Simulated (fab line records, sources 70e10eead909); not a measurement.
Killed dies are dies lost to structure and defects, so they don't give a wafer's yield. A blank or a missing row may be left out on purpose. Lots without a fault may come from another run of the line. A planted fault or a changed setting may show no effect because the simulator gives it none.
Chamber matching | flow nand_harc | NHARC_A_STAIRCASE_DESCUM_219 on rie_diel-06: 4 sister chambers
The step chemistry O2, time 3 s. 4 wafers are shown with their chamber, then 8 later ones without.

WAFERS WITH THEIR CHAMBER
wafer  | chamber | showerhead_plenum_p_Torr (Torr)
L084.1 | 0       | 1.78
L083.3 | 3       | 1.98
L083.4 | 2       | 1.80
L088.1 | 1       | 1.80

WAFERS WITHOUT THEIR CHAMBER
wafer  | showerhead_plenum_p_Torr (Torr)
L088.3 | 1.80
L088.6 | 1.80
L087.2 | 1.80
L087.4 | 1.78
L087.5 | 1.78
L092.3 | 1.77
L092.5 | 1.79
L092.6 | 1.79

WHICH CHAMBER EACH WENT THROUGH
wafer  | from the rows above          | in truth
L088.3 | can't be placed: 1 or 2      | 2
L088.6 | can't be placed: 1 or 2      | 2
L087.2 | can't be placed: 1 or 2      | 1
L087.4 | 0                            | 0
L087.5 | 0                            | 0
L092.3 | 0                            | 0
L092.5 | can't be placed: 0 or 1 or 2 | 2
L092.6 | can't be placed: 0 or 1 or 2 | 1
Placed correctly: 3 of 8. Can't be placed from these rows: 5 (the true chamber is among the candidates in 5). Placed wrongly: 0.
How it was worked out, from the rows above alone: a wafer's distance from a chamber is the root of the sum, over the readings, of the square of ((its reading less the chamber's mean) divided by the reading's scatter). The wafer belongs to the nearest chamber; if the next one is less than 2 further off, it can't be placed. A chamber's mean is the mean of its shown wafers. The scatter: with one shown wafer a chamber, the root of the mean of the squares of how far each hidden wafer lies from its nearest shown one.
